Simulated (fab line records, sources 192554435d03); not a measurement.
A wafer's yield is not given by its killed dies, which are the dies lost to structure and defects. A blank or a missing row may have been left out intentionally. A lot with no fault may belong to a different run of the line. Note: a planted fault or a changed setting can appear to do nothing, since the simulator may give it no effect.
Matching of chambers -- flow n5 finfet -- 4 sister chambers for N5_MOL_CONTACT_COAG_DESCUM_45 on rie diel-06
The step chemistry O2, time 7 s. 4 wafers are shown with their chamber, then 8 later ones without.

WAFERS, EACH WITH ITS CHAMBER
wafer,chamber,showerhead plenum p Torr (Torr)
L080.6,0,2.08
L082.6,2,2.21
L084.2,3,2.04
L092.2,1,2.16

WAFERS WITHOUT THEIR CHAMBER
wafer,showerhead plenum p Torr (Torr)
L092.4,2.21
L092.5,2.21
L093.1,2.04
L093.4,2.21
L093.6,2.16
L097.3,2.16
L097.4,2.07
L097.5,2.16

WHICH CHAMBER EACH WENT THROUGH
wafer,from the rows above,in truth
L092.4,2,2
L092.5,2,2
L093.1,3,3
L093.4,2,2
L093.6,1,1
L097.3,1,1
L097.4,0,0
L097.5,1,1
8 of 8 placed correctly. Left unplaced by these rows: 0. Wrongly placed: 0.
How it was worked out, from the rows above alone: a wafer's distance from a chamber is the root of the sum, over the readings, of the square of ((its reading less the chamber's mean) divided by the reading's scatter). The wafer belongs to the nearest chamber; if the next one is less than 2 further off, it can't be placed. Each chamber's mean is taken over the wafers shown for it. The scatter (one wafer shown for each chamber): square how far every hidden wafer sits from the nearest shown wafer, average those squares and take the square root.
